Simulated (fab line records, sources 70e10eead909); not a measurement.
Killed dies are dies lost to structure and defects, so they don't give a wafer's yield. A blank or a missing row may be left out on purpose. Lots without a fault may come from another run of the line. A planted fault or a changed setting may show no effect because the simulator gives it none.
Chamber matching | flow nand_harc | NHARC_P_M1_DEP_33 on pecvd-02: 3 sister chambers
The step deposits SiCN, target thk 30 nm. 3 wafers are shown with their chamber, then 10 later ones without.

WAFERS WITH THEIR CHAMBER
wafer  | chamber | heater_power_w (W)
L087.1 | 2       | 623
L089.2 | 1       | 582
L089.4 | 0       | 564

WAFERS WITHOUT THEIR CHAMBER
wafer  | heater_power_w (W)
L089.5 | 624
L090.2 | 543
L090.3 | 562
L090.6 | 696
L088.2 | 540
L088.3 | 535
L088.6 | 544
L095.1 | 525
L095.4 | 521
L095.6 | 583

WHICH CHAMBER EACH WENT THROUGH
wafer  | from the rows above          | in truth
L089.5 | can't be placed: 2 or 1 or 0 | 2
L090.2 | can't be placed: 0 or 1 or 2 | 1
L090.3 | can't be placed: 0 or 1 or 2 | 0
L090.6 | can't be placed: 2 or 1 or 0 | 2
L088.2 | can't be placed: 0 or 1 or 2 | 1
L088.3 | can't be placed: 0 or 1 or 2 | 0
L088.6 | can't be placed: 0 or 1 or 2 | 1
L095.1 | can't be placed: 0 or 1 or 2 | 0
L095.4 | can't be placed: 0 or 1 or 2 | 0
L095.6 | can't be placed: 1 or 0 or 2 | 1
Placed correctly: 0 of 10. Can't be placed from these rows: 10 (the true chamber is among the candidates in 10). Placed wrongly: 0.
How it was worked out, from the rows above alone: a wafer's distance from a chamber is the root of the sum, over the readings, of the square of ((its reading less the chamber's mean) divided by the reading's scatter). The wafer belongs to the nearest chamber; if the next one is less than 2 further off, it can't be placed. A chamber's mean is the mean of its shown wafers. The scatter: with one shown wafer a chamber, the root of the mean of the squares of how far each hidden wafer lies from its nearest shown one.
